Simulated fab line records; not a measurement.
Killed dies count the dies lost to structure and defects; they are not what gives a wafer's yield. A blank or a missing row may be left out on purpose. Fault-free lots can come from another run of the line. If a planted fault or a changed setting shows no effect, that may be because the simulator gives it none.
Comparing a struck lot with a sound one | flow n5-finfet | 27 out of 1938 route steps
Sound: wafers L574.1, L574.4, L574.5. Wafers L579.3, L579.5, L579.6 were the ones struck. Last of all comes the cause.
For every step that has rows: the tool of each side, followed by ch and its chambers, followed by its first start. Under that, the readings that differ: sound wafers | struck wafers | difference of the means | sigmas: that difference in standard deviations of wafers without a fault.
alike: a reading whose means differ by less than 2 such deviations, as well as words and numbers matching on both sides. not compared: withheld readings; readings where some wafer has no value; bounds like >300 that might hide an equal value; numbers whose values overlap and for which the record gives no deviation.
A row with sigmas, a row that says differs or no value, or rows on one side alone: a step with any of these is where the two part. Numbers that have no deviation but don't overlap get no sigmas and don't part them. Lack of a reading on every wafer of one side parts them only where that side has two or more wafers.

first, 9 steps without rows for these wafers: N5_FIN_SAQP_PRECLEAN_38 (cleans in O3/DIW, time 45 s); N5_FIN_SAQP_PRECLEAN_45 (cleans in dHF, time 10 s); N5_FIN_SAQP_SRD_39 (time 30 s); N5_FIN_CUT_COAT_18 (time 60 s, resist thk 230 nm); N5_FIN_CUT_COAT_19 (time 60 s, resist thk 20 nm); N5_FIN_CUT_COAT_29 (time 60 s, resist thk 10 nm); N5_FIN_CUT_COAT_02 (resist thk 30 nm); N5_FIN_CUT_EBR_04; N5_FIN_CUT_SOFTBAKE_03 (time 60 s).
N5_FIN_CUT_EXPOSE_05: exposes mask FIN CUT.
  sound on euv-scanner-02 ch 0, day 3 09:08; struck on euv-scanner-02 ch 0, day 4 17:34
  reading              | sound          | struck         | difference | sigmas
  exposure-dose-mJ-cm2 | 45.6 45.6 45.5 | 41.8 41.8 41.8 | -3.8       | -11
  alike: mask
then, 2 steps without rows for these wafers: N5_FIN_CUT_PEB_06 (peb time 60 s); N5_FIN_CUT_DEVELOP_07 (develop time 30 s).
N5_FIN_CUT_CD_MEAS_08: target cd 29.1 nm.
  sound on cd-sem-03 ch 0, day 3 09:17; struck on cd-sem-02 ch 0, day 4 17:41
  reading    | sound             | struck            | difference | sigmas
  cd-nm (nm) | 29.26 29.25 29.17 | 27.69 27.31 27.17 | -1.84      | -8
then, 1 step without rows for these wafers: N5_FIN_CUT_DESCUM_13 (chemistry O2, time 7 s).
N5_FIN_CUT_ETCH_30: etches underlayer in N2/H2, target depth 13 nm, time 10.4 s.
  sound on rie-diel-06 ch 1,3, day 3 09:26; struck on rie-diel-01 ch 0,2,3, day 4 18:03
  reading                         | sound             | struck            | difference | sigmas
  etch-rf-on-time-s (s)           | 10.08 10.34 10.03 | 10.72 10.61 10.68 | +0.52      | +2
  model.FIN_CUT.cd-offset-nm (nm) | 0 0 0             | -1.8 -1.6 -1.6    | -1.7       |
  alike: bias-w, drypump-motor-current-A, oes-product-au, rf-vpp-V, showerhead-plenum-p-Torr, throttle-valve-pct
  not compared: rf-hours-counter-h
then, 9 steps without rows for these wafers: N5_FIN_CUT_ETCH_20 (etches SiARC in CF4, target depth 26 nm, time 43.3 s); N5_FIN_CUT_ETCH_21 (etches SOC in N2/H2, target depth 219 nm, overetch 43.8 nm, time 523.5 s); N5_FIN_CUT_STRIP_23 (strips in N2/H2); N5_FIN_CUT_STRIP_31 (strips in N2/H2); N5_FIN_CUT_STRIP_24 (strips in CF4); N5_FIN_CUT_CUT_ETCH_26 (etches SiNx in CH3F/O2, target depth 39 nm, time 55.7 s); N5_FIN_CUT_CUT_ETCH_27 (etches SiO2 in CHF3/O2, target depth 4 nm, overetch 2 nm, time 4.9 s); N5_FIN_CUT_PRECLEAN_35 (cleans in vHF, time 13.3 s); N5_FIN_CUT_CUT_ETCH_15 (etches Si in HBr/Cl2/O2, target depth 100 nm, bt time 10 s, time 42.4 s).
N5_FIN_CUT_CUT_ETCH_28: etches Si in HBr/Cl2/O2, target depth 6 nm, time 2.4 s.
  sound on rie-si-06 ch 0,1,2, day 3 10:05; struck on rie-si-05 ch 2,3, day 4 18:42
  reading                         | sound          | struck         | difference | sigmas
  model.FIN_CUT.cd-offset-nm (nm) | -0.4 -0.6 -0.2 | -2.2 -2.4 -1.8 | -1.7       |
  alike: drypump-motor-current-A, oes-product-au, throttle-valve-pct
  not compared: bias-w, rf-hours-counter-h
then, 1 step without rows for these wafers: N5_FIN_CUT_STRIP_22 (strips in N2/H2).
-- record jumps: 6 days separate the struck wafers' starts on either side; left off in module FIN_CUT, taken up again in module BEOL_M4, whose first shown step is the route's number 1111 --
N5_BEOL_M4_RC_MEAS_101:
  sound on prober-02 ch 0, day 9 22:43; struck on prober-01 ch 0, day 10 22:37
  alike: DIBL_N, DIBL_P, IOFF_N, IOFF_P, ION_N, ION_P, SS_N, SS_P, VT_N, VT_P

== WHERE THEY PART ==
Last at N5_FIN_CUT_ETCH_30 as far as this record goes, first at N5_FIN_CUT_EXPOSE_05. Later steps at which nothing parts them and some readings are alike: N5_FIN_CUT_CUT_ETCH_28, N5_BEOL_M4_RC_MEAS_101.

WHY: what had been put in by the simulator
Drift in process parameters on euv-scanner-02 at N5_FIN_CUT_EXPOSE_05, starting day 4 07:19. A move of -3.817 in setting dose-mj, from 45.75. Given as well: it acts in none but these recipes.
